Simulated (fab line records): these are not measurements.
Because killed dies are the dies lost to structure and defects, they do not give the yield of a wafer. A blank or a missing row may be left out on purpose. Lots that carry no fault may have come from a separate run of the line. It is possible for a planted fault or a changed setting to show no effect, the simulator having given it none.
fab line records	flow nand-harc
record lots=11	wafers=33	last-day=25
route steps=1159 shown A_CHANNEL_HOLE_D1@450 END@1159
lots that met no fault: from a run of the same line without faults
start-h: the number of hours between the record's first day and the start of the first shown wafer of the lot	wait-h: hours from the lot's prior step to this one	" same as the row above	L1.1+2: a single row standing in for several wafers	- no value present, or no start provided	* or withheld: withheld	< > ~ a bound
route shown NAME@n: names a module that has steps shown in the file, with the first one's number in the route	usual: mean/standard deviation of fault-free wafers	same: alike in all rows	chamber/n: place in a boat	sites: per-site readings	_std_site: standard deviation across them	_edge_site: outer sites' mean less inner sites'	radius-mm: for every site, how far away it sits from the centre of the wafer	mask NAME#n: copy n	behind: the last tool/chamber to shape the wafer	hold: cause of the lot's hold/its duration in hours/its outcome	device: the n, p or np transistor that did not switch	end of line: at the end of the route, the tests of the same wafers	where a step has no rows: the recipe by itself	killed: the dies lost at the first sort to structure and to defects; this is not the yield of the wafer	map: the dies of a wafer, with x for killed, . for not killed, _ for no die there
set.NAME: the setting the step ran with; set.NAME@STEP: the setting that earlier step ran with	model.NAME: the simulator's own value behind a step, which no gauge read
a sample of lots followed through the steps of the route, with each step as a table and each wafer as a row
services: when a tool's chamber went out of use (start-h, in hours from the record's first day, below 0 if earlier), for how many hours, and the reason
## steps
# step NHARC_A_CHANNEL_HOLE_D1_DEP_00
# recipe target-thk-a=31000	temp-c=400	material=aC
# usual throttle-valve-pct=35.001/0.0094
lot.wafer	tool	chamber	start-h	wait-h	throttle-valve-pct
L910.1	acl-dep-01	0	185.57	5.6	34.999
L910.3	"	0	"	"	34.996
L910.6	"	0	"	"	34.992
L911.1	acl-dep-01	0	187.50	1.3	34.998
L911.2	"	0	"	"	35.009
L911.5	"	0	"	"	34.996
L915.1	acl-dep-01	0	215.43	0.1	34.981
L915.4	"	0	"	"	35.000
L915.5	"	0	"	"	35.003
L916.2	acl-dep-02	0	215.60	0.4	35.001
L916.3	"	0	"	"	35.013
L916.4	"	0	"	"	34.979
L921.1	acl-dep-01	0	273.83	0.1	34.999
L921.2	"	0	"	"	34.997
L921.6	"	0	275.42	1.7	35.000
L923.1	acl-dep-03	0	277.41	0.1	34.986
L923.3	"	0	"	"	35.018
L923.6	"	0	"	"	35.021
L920.3	acl-dep-01	0	277.93	0.7	35.017
L920.4	"	0	"	"	34.999
L920.5	"	0	"	"	34.998
L926.2	acl-dep-02	0	278.88	1.4	35.008
L926.3	"	0	"	"	34.994
L926.4	"	0	"	"	34.998
L922.2	acl-dep-01	0	279.52	1.7	34.988
L922.3	"	0	"	"	34.995
L922.5	"	0	"	"	35.015
L928.3	acl-dep-02	0	290.19	0.8	34.994
L928.4	"	0	"	"	34.988
L928.6	"	0	"	"	35.001
L931.1	acl-dep-02	0	295.70	1.7	35.011
L931.2	"	0	"	"	34.993
L931.4	"	0	"	"	34.987
# step NHARC_A_CHANNEL_HOLE_D1_INSPECT_12
# usual raw-defect-count=6/3.3
lot.wafer	tool	chamber	start-h	wait-h	raw-defect-count
L910.1	defect-inspect-02	-	188.28	0.0	1
L910.3	"	-	"	"	3
L910.6	"	-	"	"	5
L911.1	defect-inspect-01	-	190.29	0.0	4
L911.2	"	-	"	"	11
L911.5	"	-	"	"	4
L916.2	defect-inspect-01	-	217.94	0.0	2
L916.3	"	-	"	"	2
L916.4	"	-	"	"	6
L915.1	defect-inspect-02	-	218.18	0.0	7
L915.4	"	-	"	"	10
L915.5	"	-	"	"	8
L921.1	defect-inspect-01	-	276.48	0.0	541
L921.2	"	-	"	"	573
L921.6	"	-	"	"	545
L920.3	defect-inspect-01	-	280.09	0.0	526
L920.4	"	-	"	"	557
L920.5	"	-	"	"	558
L923.1	defect-inspect-01	-	280.24	0.0	8
L923.3	"	-	"	"	4
L923.6	"	-	"	"	6
L926.2	defect-inspect-02	-	281.33	0.0	10
L926.3	"	-	"	"	5
L926.4	"	-	"	"	6
L922.2	defect-inspect-02	-	281.98	0.0	514
L922.3	"	-	"	"	533
L922.5	"	-	"	"	550
L928.3	defect-inspect-01	-	292.33	0.0	7
L928.4	"	-	"	"	7
L928.6	"	-	"	"	9
L931.1	defect-inspect-01	-	298.47	0.0	10
L931.2	"	-	"	"	10
L931.4	"	-	"	"	3
# step NHARC_A_CHANNEL_HOLE_D1_ETCH_34
# recipe target-depth-a=1540	time-s=77	cf4-flow-sccm=100	chf3-flow-sccm=30	ar-flow-sccm=0	rf-w=500	bias-w=200	chemistry=CF4/CHF3
# usual bias-w=200.0/0.57	drypump-motor-current-A=5.6/0.36	oes-product-au=0.956/0.019	rf-vpp-V=369.5/2	showerhead-plenum-p-Torr=1.54/0.055	throttle-valve-pct=16.801/0.0096
lot.wafer	tool	chamber	start-h	wait-h	bias-w	drypump-motor-current-A	oes-product-au	rf-hours-counter-h	rf-vpp-V	showerhead-plenum-p-Torr	throttle-valve-pct
L910.1	rie-diel-05	1	-	-	199.3	4.8	0.969	1	370.0	1.62	16.809
L910.3	"	2	"	"	199.2	5.7	0.973	1	366.6	1.47	16.812
L910.6	"	1	"	"	200.6	4.9	0.967	-	372.4	1.62	16.802
L911.2	rie-diel-06	3	-	-	199.8	5.4	0.977	5	367.5	1.49	16.800
L911.1	"	1	"	"	200.0	6.1	0.975	5	368.4	1.54	16.797
L911.5	"	3	"	"	199.0	5.4	0.971	-	367.9	1.49	16.786
L916.2	rie-diel-06	3	-	-	199.6	5.4	0.933	7	365.2	1.49	16.821
L916.3	"	0	"	"	200.9	5.5	0.921	7	369.3	1.56	16.805
L916.4	"	2	"	"	200.2	6.0	0.917	7	369.5	1.54	16.805
L915.4	rie-diel-05	3	-	-	199.8	6.0	0.955	2	372.9	1.63	16.795
L915.1	"	1	"	"	199.7	4.9	0.968	2	372.6	1.62	16.793
L915.5	"	2	"	"	200.3	5.7	0.941	-	367.2	1.47	16.812
L921.2	rie-diel-03	1	-	-	200.2	6.0	0.967	3	366.5	1.48	16.802
L921.1	"	2	"	"	199.4	5.2	0.942	3	369.2	1.56	16.808
L921.6	"	3	"	"	200.2	5.5	0.948	-	370.2	1.54	16.807
L920.4	rie-diel-03	2	-	-	199.0	5.3	0.945	4	369.7	1.56	16.798
L920.3	"	0	"	"	199.6	5.8	0.984	3	374.8	1.65	16.791
L920.5	"	3	"	"	199.7	5.5	0.965	-	370.0	1.54	16.799
L923.3	rie-diel-06	3	-	-	200.6	5.4	0.981	1	367.9	1.49	16.809
L923.1	"	0	"	"	200.4	5.5	0.972	1	370.0	1.56	16.810
L923.6	"	3	"	"	201.1	5.5	0.983	-	367.6	1.49	16.811
L926.3	rie-diel-05	0	-	-	199.4	5.6	0.979	7	367.7	1.47	16.802
L926.4	"	1	"	"	199.1	4.9	0.941	7	372.3	1.62	16.793
L926.2	"	2	"	"	199.6	5.7	0.963	6	367.3	1.47	16.799
L922.3	rie-diel-06	0	-	-	198.6	5.4	0.953	1	371.7	1.56	16.790
L922.2	"	1	"	"	199.2	6.1	0.965	1	369.1	1.54	16.799
L922.5	"	1	"	"	199.1	6.1	0.977	-	369.8	1.54	16.797
L928.4	rie-diel-06	3	-	-	200.1	5.5	0.964	3	367.1	1.49	16.806
L928.3	"	0	"	"	199.5	5.5	0.959	3	370.0	1.56	16.789
L928.6	"	0	"	"	199.8	5.4	0.962	-	369.6	1.56	16.806
L931.1	rie-diel-05	1	-	-	200.9	4.9	0.970	8	372.5	1.62	16.789
L931.4	"	3	"	"	199.7	6.0	0.947	8	371.7	1.62	16.806
L931.2	"	0	"	"	200.6	5.6	0.985	8	367.2	1.47	16.807
# step NHARC_A_CHANNEL_HOLE_D1_ETCH_20
# recipe bias-v=3000	source-w=withheld	pressure-mtorr=20	time-s=361.9	ar-flow-sccm=375	c4f8-flow-sccm=89.3	o2-flow-sccm=35.7	temp-c=-20	target-depth-a=16000	chemistry=C4F8/O2/Ar
# usual drypump-motor-current-A=5.5/0.35	showerhead-plenum-p-Torr=3.76/0.074	throttle-valve-pct=32.154/0.0091
lot.wafer	tool	chamber	start-h	wait-h	drypump-motor-current-A	rf-hours-counter-h	showerhead-plenum-p-Torr	throttle-valve-pct
L910.1	har-etch-01	1	189.69	0.1	5.0	193	3.73	32.170
L910.3	"	1	"	"	5.0	-	3.72	32.147
L910.6	"	1	"	"	5.0	-	3.73	32.161
L911.1	har-etch-02	1	192.91	0.1	5.9	107	3.69	32.165
L911.2	"	0	"	"	5.5	107	3.87	32.155
L911.5	"	1	"	"	5.9	-	3.69	32.163
L916.2	har-etch-02	0	219.35	0.1	5.4	120	3.86	32.165
L916.4	"	1	"	"	5.9	-	3.68	32.154
L916.3	"	0	"	"	5.4	-	3.87	32.155
L915.1	har-etch-01	0	219.54	0.1	5.7	209	3.82	32.160
L915.4	"	1	"	"	5.0	-	3.72	32.158
L915.5	"	0	"	"	5.7	-	3.82	32.164
L921.2	har-etch-02	0	277.85	0.1	5.5	134	3.86	32.151
L921.1	"	1	"	"	5.9	134	3.67	32.157
L921.6	"	1	"	"	5.9	-	3.67	32.145
L920.4	har-etch-01	1	282.06	0.2	5.0	-	3.71	32.155
L920.3	"	0	"	"	5.7	-	3.81	32.151
L920.5	"	1	"	"	5.0	-	3.71	32.156
L923.1	har-etch-01	0	286.18	0.1	5.7	229	3.80	32.145
L923.3	"	1	"	"	5.0	-	3.71	32.162
L923.6	"	1	"	"	5.0	-	3.71	32.147
L926.2	har-etch-01	0	290.28	0.1	5.7	233	3.80	32.151
L926.3	"	0	"	"	5.7	-	3.80	32.165
L926.4	"	1	"	"	5.0	-	3.70	32.176
L922.2	har-etch-01	0	294.44	0.1	5.7	237	3.80	32.160
L922.3	"	0	"	"	5.7	-	3.80	32.149
L922.5	"	0	"	"	5.7	-	3.80	32.154
L928.4	har-etch-02	0	315.70	0.2	5.4	-	3.85	32.166
L928.3	"	1	"	"	5.9	-	3.67	32.132
L928.6	"	1	"	"	5.9	-	3.67	32.137
L931.2	har-etch-02	1	323.91	0.1	5.9	153	3.66	32.141
L931.1	"	0	"	"	5.4	153	3.85	32.161
L931.4	"	0	"	"	5.4	-	3.85	32.160
# step NHARC_A_CHANNEL_HOLE_D1_ETCH_21
# recipe bias-v=3000	source-w=withheld	pressure-mtorr=20	time-s=514.3	ar-flow-sccm=375	c4f8-flow-sccm=89.3	o2-flow-sccm=35.7	temp-c=-20	target-depth-a=16000	chemistry=C4F8/O2/Ar
# usual drypump-motor-current-A=5.5/0.35	showerhead-plenum-p-Torr=3.76/0.074	throttle-valve-pct=32.156/0.0092
lot.wafer	tool	chamber	start-h	wait-h	drypump-motor-current-A	rf-hours-counter-h	showerhead-plenum-p-Torr	throttle-valve-pct
L910.1	har-etch-01	1	190.03	0.3	5.0	194	3.72	32.153
L910.3	"	1	"	"	5.0	-	3.73	32.148
L910.6	"	1	"	"	5.0	-	3.72	32.142
L911.1	har-etch-02	1	193.23	0.3	5.9	107	3.69	32.162
L911.2	"	0	"	"	5.4	107	3.87	32.160
L911.5	"	1	"	"	5.9	-	3.69	32.157
L916.2	har-etch-02	0	219.69	0.3	5.5	120	3.87	32.170
L916.4	"	1	"	"	5.9	-	3.68	32.179
L916.3	"	0	"	"	5.5	-	3.87	32.162
L915.1	har-etch-01	0	219.84	0.3	5.7	209	3.81	32.159
L915.4	"	1	"	"	5.0	-	3.72	32.164
L915.5	"	0	"	"	5.7	-	3.81	32.155
L921.2	har-etch-02	0	278.17	0.3	5.5	134	3.86	32.155
L921.1	"	1	"	"	5.9	134	3.67	32.141
L921.6	"	1	"	"	5.9	-	3.67	32.150
L920.4	har-etch-01	1	282.42	0.3	5.0	-	3.71	32.177
L920.3	"	0	"	"	5.7	-	3.81	32.168
L920.5	"	1	"	"	5.0	-	3.71	32.153
L923.1	har-etch-01	0	286.52	0.3	5.7	229	3.80	32.166
L923.3	"	1	"	"	5.0	-	3.71	32.161
L923.6	"	1	"	"	5.0	-	3.71	32.146
L926.2	har-etch-01	0	290.59	0.3	5.7	233	3.80	32.154
L926.3	"	0	"	"	5.7	-	3.80	32.158
L926.4	"	1	"	"	5.0	-	3.70	32.151
L922.2	har-etch-01	0	294.75	0.3	5.7	237	3.80	32.145
L922.3	"	0	"	"	5.7	-	3.80	32.156
L922.5	"	0	"	"	5.7	-	3.80	32.134
L928.4	har-etch-02	0	316.05	0.3	5.5	-	3.85	32.152
L928.3	"	1	"	"	5.9	-	3.67	32.168
L928.6	"	1	"	"	5.9	-	3.67	32.159
L931.2	har-etch-02	1	324.22	0.3	5.9	153	3.66	32.146
L931.1	"	0	"	"	5.5	153	3.85	32.158
L931.4	"	0	"	"	5.5	-	3.85	32.149
# step NHARC_A_CHANNEL_HOLE_D1_INSPECT_40
# usual raw-defect-count=66/21
lot.wafer	tool	chamber	start-h	wait-h	raw-defect-count
L910.1	defect-inspect-01	-	195.22	-	43
L910.3	"	-	"	"	53
L910.6	"	-	"	"	50
L911.1	defect-inspect-01	-	198.54	-	56
L911.2	"	-	"	"	48
L911.5	"	-	"	"	68
L916.2	defect-inspect-01	-	224.90	-	28
L916.3	"	-	"	"	46
L916.4	"	-	"	"	54
L915.1	defect-inspect-02	-	225.14	-	69
L915.4	"	-	"	"	83
L915.5	"	-	"	"	76
L920.3	defect-inspect-01	-	287.56	-	588
L920.4	"	-	"	"	611
L920.5	"	-	"	"	605
L923.1	defect-inspect-01	-	291.72	-	69
L923.3	"	-	"	"	72
L923.6	"	-	"	"	91
L926.2	defect-inspect-02	-	295.87	-	67
L926.3	"	-	"	"	63
L926.4	"	-	"	"	77
L922.2	defect-inspect-01	-	300.08	-	581
L922.3	"	-	"	"	604
L922.5	"	-	"	"	624
L921.1	defect-inspect-01	-	308.72	-	592
L921.2	"	-	"	"	638
L921.6	"	-	"	"	626
L928.3	defect-inspect-01	-	321.18	-	56
L928.4	"	-	"	"	40
L928.6	"	-	"	"	53
L931.1	defect-inspect-02	-	329.49	-	43
L931.2	"	-	"	"	51
L931.4	"	-	"	"	46
# step NHARC_END_SORT_01
# recipe temp-c=25
# usual killed-at-array=27/12	killed-at-other=0.5/0.9	killed-at-periphery=3.7/2.7	killed-dies=31/12	killed-open=3.3/2	killed-short=2.0/1.4
# same gross-dies=677
lot.wafer	tool	chamber	start-h	wait-h	killed-at-array	killed-at-other	killed-at-periphery	killed-dies	killed-open	killed-short
L920.3	prober-02	0	564.55	3.1	83	2	2	87	2	1
L920.4	prober-02	0	565.35	3.4	94	0	3	97	3	2
L920.5	prober-02	0	566.15	3.7	94	0	3	97	5	1
L922.2	prober-01	0	571.66	2.8	93	0	7	100	6	3
L922.3	prober-01	0	572.45	3.1	75	0	3	78	1	2
L922.5	prober-01	0	574.02	3.6	84	0	1	85	2	0
L921.1	prober-01	0	601.93	2.5	75	1	1	77	4	2
L921.2	prober-01	0	602.73	2.8	75	2	5	82	3	2
L921.6	prober-01	0	605.93	4.0	80	1	3	84	10	4
# killed by level:class
L920.3 A_CHANNEL_HOLE_D1:unspecified=63 A_CHANNEL_HOLE_D1:chamber-film-flake=13 P_GATE:chamber-film-flake=2 THIN_TSV:chamber-film-flake=2 A_STAIRCASE:geometric-particle:open=1 A_CONTACT:geometric-particle:open=1 A_CONTACT:geometric-particle:short=1 A_ZERO_WELL:chamber-film-flake=1
L920.4 A_CHANNEL_HOLE_D1:unspecified=70 A_CHANNEL_HOLE_D1:chamber-film-flake=20 P_GATE:geometric-particle:open=1 A_CHANNEL_FILL_D1:geometric-particle:short=1 A_CHANNEL_FILL_D1:geometric-particle:open=1 A_CONTACT:geometric-particle:short=1 A_BLC:geometric-particle:open=1 P_ZERO_WELL:chamber-film-flake=1
L920.5 A_CHANNEL_HOLE_D1:unspecified=64 A_CHANNEL_HOLE_D1:chamber-film-flake=20 A_CONTACT:chamber-film-flake=4 A_CONTACT:geometric-particle:open=3 P_GATE:chamber-film-flake=2 P_M1:geometric-particle:open=1 A_CHANNEL_HOLE_D1:geometric-particle:open=1 A_CHANNEL_FILL_D1:geometric-particle:short=1
L922.2 A_CHANNEL_HOLE_D1:unspecified=60 A_CHANNEL_HOLE_D1:chamber-film-flake=12 P_M1:chamber-film-flake=5 A_M0:chamber-film-flake=4 A_CONTACT:chamber-film-flake=3 A_BLC:chamber-film-flake=3 A_CHANNEL_FILL_D1:geometric-particle:short=2 A_CONTACT:geometric-particle:open=2
L922.3 A_CHANNEL_HOLE_D1:unspecified=54 A_CHANNEL_HOLE_D1:chamber-film-flake=14 P_M1:chamber-film-flake=2 A_M0:chamber-film-flake=2 P_GATE:geometric-particle:short=1 A_ONON_D1:geometric-particle:short=1 A_BLC:geometric-particle:open=1 A_ZERO_WELL:chamber-film-flake=1
L922.5 A_CHANNEL_HOLE_D1:unspecified=59 A_CHANNEL_HOLE_D1:chamber-film-flake=9 A_M0:chamber-film-flake=7 A_CONTACT:chamber-film-flake=5 P_GATE:geometric-particle:open=1 A_BLC:geometric-particle:open=1 A_ZERO_WELL:chamber-film-flake=1 A_STAIRCASE:chamber-film-flake=1
L921.1 A_CHANNEL_HOLE_D1:unspecified=61 A_CONTACT:chamber-film-flake=4 A_STAIRCASE:chamber-film-flake=2 A_CHANNEL_FILL_D1:chamber-film-flake=2 P_CONTACT:geometric-particle:open=1 A_SOURCE_PLATE:geometric-particle:open=1 A_ONON_D1:geometric-particle:short=1 A_CONTACT:geometric-particle:open=1
L921.2 A_CHANNEL_HOLE_D1:unspecified=66 A_CHANNEL_HOLE_D1:chamber-film-flake=4 A_CONTACT:chamber-film-flake=2 THIN_TSV:chamber-film-flake=2 P_GATE:geometric-particle:open=1 P_CONTACT:geometric-particle:open=1 P_M0:geometric-particle:short=1 P_M2:geometric-particle:open=1
L921.6 A_CHANNEL_HOLE_D1:unspecified=62 A_CONTACT:chamber-film-flake=5 A_CONTACT:geometric-particle:open=3 A_CHANNEL_FILL_D1:geometric-particle:open=2 A_CHANNEL_HOLE_D1:chamber-film-flake=2 P_M0:geometric-particle:open=1 P_M1:geometric-particle:open=1 A_ONON_D1:geometric-particle:open=1
## services
tool	chamber	start-h	hours	kind
rie-diel-05	-	163.63	9.0	pm
acl-dep-02	-	170.32	13.0	pm
rie-diel-06	0	171.33	-	clean
rie-diel-06	1	171.33	-	clean
rie-diel-06	2	171.33	-	clean
rie-diel-06	3	171.33	-	clean
rie-diel-03	1	172.42	5.6	repair
rie-diel-03	1	181.79	6.0	repair
rie-diel-06	0	195.83	-	clean
rie-diel-03	-	211.52	1.7	repair
rie-diel-03	-	215.30	9.0	pm
acl-dep-03	-	223.37	13.0	pm
rie-diel-06	-	241.33	9.0	pm
rie-diel-06	0	260.06	6.4	repair
rie-diel-05	0	262.19	3.9	repair
acl-dep-01	-	293.53	13.0	pm
har-etch-01	-	306.84	17.0	pm
har-etch-01	0	306.84	17.0	vent-cycle
har-etch-01	1	306.84	17.0	vent-cycle
rie-diel-06	0	313.87	4.1	repair
har-etch-01	0	323.84	-	clean
har-etch-01	0	323.84	-	consumable-replace:focus-ring
har-etch-01	1	323.84	-	clean
har-etch-01	1	323.84	-	consumable-replace:focus-ring
## key
first-sign step=NHARC_A_CHANNEL_HOLE_D1_INSPECT_12	reading=raw-defect-count	direction=up	sigmas=99+	usual=6	struck=544
effect step=NHARC_A_CHANNEL_HOLE_D1_INSPECT_40	reading=raw-defect-count	direction=up	sigmas=25	usual=66	struck=608
effect step=NHARC_END_SORT_01	reading=killed-at-array	direction=up	sigmas=4.9	usual=27	struck=84
more-kills-born-at NHARC_A_CHANNEL_HOLE_D1_DEP_00@acl-dep-01=559
met-at NHARC_A_CHANNEL_HOLE_D1_DEP_00
struck-lots L920,L921,L922
tester-left-out L920,L921,L922
not-acting-at NHARC_A_CHANNEL_HOLE_D1_ETCH_34,NHARC_A_CHANNEL_HOLE_D1_ETCH_20,NHARC_A_CHANNEL_HOLE_D1_ETCH_21
fault kind=chamber-particle-source	tool=acl-dep-01	chamber=-	onset-h=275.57	steps=NHARC_A_CHANNEL_HOLE_D1_DEP_00	rate-per-visit-cm2=0.84954	end-h=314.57
# tester-left-out: of these lots the tester's yield and bins aren't shown, on N5 and GAA mostly nor the transistor test; their killed dies are dies lost to structure and defects alone, not to doping, threshold or leakage, so they don't give the yield
